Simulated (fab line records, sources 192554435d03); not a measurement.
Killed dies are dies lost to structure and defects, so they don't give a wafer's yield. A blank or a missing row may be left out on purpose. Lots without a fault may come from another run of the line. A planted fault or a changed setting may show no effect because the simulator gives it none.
Split-lot experiment | flow n5_finfet | 7 lots, 21 wafers read, on a route of 1938 steps

THE SPLIT
At N5_BEOL_M11_EXPOSE_25 (exposes mask V10), the setting dose_mj was moved away from the recipe's 85.5 on 6 of the 21 wafers read, by -2.7% to +4.9%. The other wafers ran this setting at the recipe's value.

FROM THE SPLIT TO THE READING: what the file shows between them, 2 steps
- N5_BEOL_M11_PEB_26: peb time 60 s
- N5_BEOL_M11_DEVELOP_27: develop time 30 s

THE READING
cd_nm, in nm, at N5_BEOL_M11_CD_MEAS_28 (target cd 70 nm). Fault-free wafers of this fab line usually give 69.7 nm, standard deviation 0.85 nm.

wafer  | tool, chamber at the split | dose_mj as run | against the recipe | cd_nm, nm | against lot-mates on the recipe
L080.4 | arfi_scanner-02, 0         | 85.5           | recipe             | 69.7      | -
L080.5 | arfi_scanner-02, 0         | 85.5           | recipe             | 70.0      | -
L080.6 | arfi_scanner-02, 0         | 85.5           | recipe             | 69.7      | -
L084.2 | arfi_scanner-01, 0         | 87.59          | +2.4%              | 70.5      | +1.2
L084.4 | arfi_scanner-01, 0         | 85.5           | recipe             | 69.3      | -
L084.5 | arfi_scanner-01, 0         | 87.59          | +2.4%              | 71.2      | +1.9
L086.1 | arfi_scanner-01, 0         | 89.68          | +4.9%              | 74.3      | +3.7
L086.2 | arfi_scanner-01, 0         | 85.5           | recipe             | 70.4      | -
L086.3 | arfi_scanner-01, 0         | 85.5           | recipe             | 70.8      | -
L092.2 | arfi_scanner-02, 0         | 85.5           | recipe             | 70.2      | -
L092.4 | arfi_scanner-02, 0         | 85.5           | recipe             | 69.1      | -
L092.5 | arfi_scanner-02, 0         | 85.5           | recipe             | 69.3      | -
L093.3 | arfi_scanner-01, 0         | 85.5           | recipe             | 70.5      | -
L093.4 | arfi_scanner-01, 0         | 83.16          | -2.7%              | 66.2      | -4.3
L093.6 | arfi_scanner-01, 0         | 83.16          | -2.7%              | 68.4      | -2.1
L094.1 | arfi_scanner-03, 0         | 85.5           | recipe             | 69.1      | -
L094.5 | arfi_scanner-03, 0         | 85.5           | recipe             | 69.0      | -
L094.6 | arfi_scanner-03, 0         | 89.48          | +4.7%              | 73.3      | +4.2
L097.2 | arfi_scanner-01, 0         | 85.5           | recipe             | 69.7      | -
L097.4 | arfi_scanner-01, 0         | 85.5           | recipe             | 70.8      | -
L097.6 | arfi_scanner-01, 0         | 85.5           | recipe             | 69.2      | -

THE FIT
A straight line over all 21 wafers: cd_nm changes by +0.801 nm for each +1% of dose_mj; r = +0.90; the points scatter about the line by 0.73 nm.
The same after taking each lot's own level away (the mean of its wafers on the recipe; 21 wafers): +0.888 nm for each +1%; r = +0.94; scatter 0.59 nm.
On that fit, the largest move of dose_mj shifts the reading by 4.3 nm.
The lots' own levels span 69.05 to 70.60 nm, that is 1.8 times the standard deviation above.
So the lot-to-lot level changes the slope little: the two slopes agree.
Check: with one of the wafers moved furthest among these (+4.9%) left out of the fit, the line predicts +4.43 nm for it against its lot-mates. It came out at +3.7 nm against them.

OTHER SPLITS ON THESE WAFERS
These wafers also went through other splits before the reading. Each is held against what the fit with the lots' levels taken away leaves over:
other split on the same wafers    | wafers away from the commonest value | r with cd_nm (lot level and that fit taken away)
N5_BEOL_M10_TRENCH_ETCH_37 bias_w | 5                                    | +0.19
N5_BEOL_M10_ETCH_41 source_w      | 8                                    | -0.19

THE FILE'S OWN FIT
cd_nm changes by +0.861 nm for each +1% of dose_mj, r = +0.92.
